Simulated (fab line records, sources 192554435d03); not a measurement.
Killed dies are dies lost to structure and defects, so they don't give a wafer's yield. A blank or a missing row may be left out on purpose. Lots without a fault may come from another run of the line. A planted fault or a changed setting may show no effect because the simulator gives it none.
Problem report in the 8D (eight disciplines) form, filled by code | flow n5_finfet | the parts of the form that need people (team, actions taken, sign-off) are left out

1. THE PROBLEM
killed_at_M4_up at N5_PASSIVATION_PROBE_49 reads a mean of 108 on 2 wafers of 2 lots; wafers without a fault read 15 with a standard deviation of 6.2. That is +15 standard deviations from the usual mean.
First seen on wafer L145.4, day 15 04:49, on prober-02. The record holds 18 wafers of 6 lots with a number at this step. Rule for "out", or "out of limits": more than 4 standard deviations from the usual mean. The other wafers with a number count as sound.

2. WHAT IT IS AND WHAT IT IS NOT
question                    | is                                                                                                   | is not
which readings at this step | killed_at_M4_up, defect_limited_yield, killed_dies, sort_bin_5_function, sort_n_pass, sort_yield_pct | killed_at_M0_to_M3, killed_at_contacts, killed_at_front_end, killed_open, killed_short, sort_bin_8_speed
which lots                  | L145, L148                                                                                           | L136, L137, L152, L156
which wafers of those lots  | L145.4, L148.2                                                                                       | L145.1, L145.5, L148.3, L148.4
read on which tools         | prober-02                                                                                            | prober-01
when                        | from day 15 04:49                                                                                    | up to then (7 sound wafers); but 9 sound wafers of L145, L148, L152, L156 came after

3. SUSPECTS, AND WHAT RULES EACH OUT
Counting: a tool at a process step up to the reading stays a suspect if it ran every lot that is out. Sound lots after the first of them don't rule it out here, since some wafers of a struck lot are sound.
- rie_diel-06 at N5_BEOL_M5_STRIP_91 (strips in N2/H2, time 10 s): kept. It ran every lot that is out, first L145 (day 11 02:04); its last sound lot up to then is L137 (day 9 02:35).
- pvd_sputter-01 at N5_PASSIVATION_PRE_CLEAN_19: kept. It ran every lot that is out, first L145 (day 14 21:59); its last sound lot up to then is L137 (day 13 03:58).
- prober-02 at N5_PASSIVATION_PROBE_49: kept. It ran every lot that is out, first L145 (day 15 04:40); its last sound lot up to then is L137 (day 13 09:38). Its own readings are out on those wafers: defect_limited_yield, killed_at_M4_up, killed_dies, sort_bin_5_function, sort_n_pass, sort_yield_pct.
- Within rie_diel-06 at N5_BEOL_M5_STRIP_91: the wafers that are out ran in chamber 3; their sound lot-mates ran in chambers 0, 1, 2.
Left after counting: rie_diel-06 at N5_BEOL_M5_STRIP_91, pvd_sputter-01 at N5_PASSIVATION_PRE_CLEAN_19, prober-02 at N5_PASSIVATION_PROBE_49.

4. THE CAUSE (what the simulator had put in)
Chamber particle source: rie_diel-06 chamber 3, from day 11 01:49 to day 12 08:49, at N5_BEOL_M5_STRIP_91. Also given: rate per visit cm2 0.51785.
Counting left 3 suspects, and this tool is among them.

5. THE CHAIN OF EFFECTS, in route order
Each row: a reading whose mean over the struck wafers that have a number lies more than 3 standard deviations from the usual. Only readings for which the record gives a usual standard deviation are gone through. hours: the time from each lot's start at the first step in this table that gives one to its start at this step, as a median over the lots. sigmas: the change in usual standard deviations.
hours | step                    | reading              | usual  | on struck wafers | change | sigmas
0     | N5_PASSIVATION_PROBE_49 | defect_limited_yield | 91.3 % | 82.9             | -8.4   | -6.0
0     | N5_PASSIVATION_PROBE_49 | killed_at_M4_up      | 15     | 108              | +94    | +15
0     | N5_PASSIVATION_PROBE_49 | killed_dies          | 102    | 202              | +100   | +5.9
0     | N5_PASSIVATION_PROBE_49 | sort_bin_5_function  | 5.1 %  | 10.3             | +5.2   | +5.9
0     | N5_PASSIVATION_PROBE_49 | sort_n_pass          | 1078   | 978              | -100   | -5.9
0     | N5_PASSIVATION_PROBE_49 | sort_yield_pct       | 91.3 % | 82.9             | -8.4   | -6.0
The process steps in it:
- N5_PASSIVATION_PROBE_49

6. WHAT WOULD HAVE CAUGHT IT SOONER
In this record the first reading out of limits was taken at day 15 04:49, 99 hours after the fault began at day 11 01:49.
Of the tool readings at N5_BEOL_M5_STRIP_91 for which the record gives a usual standard deviation, none was out on any struck wafer, so an alarm limit of 4 standard deviations on them would not have fired.
All the lots that are out (2) had begun N5_BEOL_M5_STRIP_91 on rie_diel-06 by day 15 04:49. A hold on the tool at that time would have spared none of them.
